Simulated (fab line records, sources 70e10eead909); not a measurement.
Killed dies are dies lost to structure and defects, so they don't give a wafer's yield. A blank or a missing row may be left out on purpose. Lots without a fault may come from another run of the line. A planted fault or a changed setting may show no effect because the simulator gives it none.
Chamber matching | flow nand_harc | NHARC_A_CHANNEL_HOLE_D1_DESCUM_15 on rie_diel-12: 4 sister chambers
The step chemistry O2, time 3 s. 20 wafers are shown with their chamber, then 9 later ones without.

WAFERS WITH THEIR CHAMBER
wafer  | chamber | showerhead_plenum_p_Torr (Torr) | drypump_motor_current_A (A) | oes_product_au (a.u.)
L665.1 | 3       | 2.00                            | 6.0                         | 0.987
L665.2 | 1       | 1.95                            | 5.1                         | 0.996
L665.4 | 2       | 1.92                            | 5.3                         | 0.976
L667.1 | 1       | 1.95                            | 5.0                         | 0.993
L667.3 | 3       | 2.00                            | 5.9                         | 0.994
L667.4 | 2       | 1.92                            | 5.3                         | 0.985
L669.3 | 0       | 2.03                            | 5.9                         | 0.999
L669.4 | 1       | 1.95                            | 5.1                         | 0.994
L669.6 | 3       | 2.00                            | 5.9                         | 0.991
L671.1 | 0       | 2.03                            | 5.9                         | 1.005
L671.2 | 3       | 2.00                            | 6.0                         | 0.993
L671.5 | 0       | 2.03                            | 6.0                         | 1.001
L672.2 | 1       | 1.95                            | 5.1                         | 0.995
L672.3 | 3       | 2.00                            | 6.0                         | 0.990
L672.5 | 1       | 1.95                            | 5.1                         | 0.992
L675.2 | 0       | 2.03                            | 6.0                         | 0.999
L675.3 | 1       | 1.94                            | 5.0                         | 1.009
L677.1 | 0       | 2.03                            | 6.0                         | 0.996
L677.2 | 2       | 1.91                            | 5.3                         | 0.998
L677.5 | 1       | 1.94                            | 5.1                         | 1.003

SIGNATURES (means of the wafers above)
reading                  | chamber 0 | chamber 1 | chamber 2 | chamber 3 | scatter within a chamber
showerhead_plenum_p_Torr | 2.0300    | 1.9471    | 1.9167    | 2.0000    | 0.00362
drypump_motor_current_A  | 5.960     | 5.071     | 5.300     | 5.960     | 0.0489
oes_product_au           | 1.00000   | 0.99743   | 0.98633   | 0.99100   | 0.00588
Rule: a wafer's distance from a chamber is the root of the sum, over the readings, of the square of ((its reading less the chamber's mean) divided by the reading's scatter). The wafer belongs to the nearest chamber; if the next one is less than 2 further off, it can't be placed. The scatter: the root of (the sum of the squares of (reading less its chamber's mean) over the shown wafers, divided by (wafers less chambers)).

WAFERS WITHOUT THEIR CHAMBER
wafer  | showerhead_plenum_p_Torr (Torr) | drypump_motor_current_A (A) | oes_product_au (a.u.)
L685.1 | 2.03                            | 5.9                         | 1.008
L685.2 | 2.00                            | 5.9                         | 1.000
L685.5 | 2.03                            | 6.0                         | 0.996
L686.1 | 1.94                            | 5.1                         | 1.006
L686.3 | 1.91                            | 5.3                         | 0.995
L686.5 | 2.00                            | 6.0                         | 1.000
L687.2 | 1.94                            | 5.0                         | 0.999
L687.3 | 2.03                            | 6.0                         | 0.993
L687.6 | 2.00                            | 6.0                         | 0.994

WHICH CHAMBER EACH WENT THROUGH
wafer  | from the rows above | in truth
L685.1 | 0                   | 0
L685.2 | 3                   | 3
L685.5 | 0                   | 0
L686.1 | 1                   | 1
L686.3 | 2                   | 2
L686.5 | 3                   | 3
L687.2 | 1                   | 1
L687.3 | 0                   | 0
L687.6 | 3                   | 3
Placed correctly: 9 of 9. Can't be placed from these rows: 0. Placed wrongly: 0.
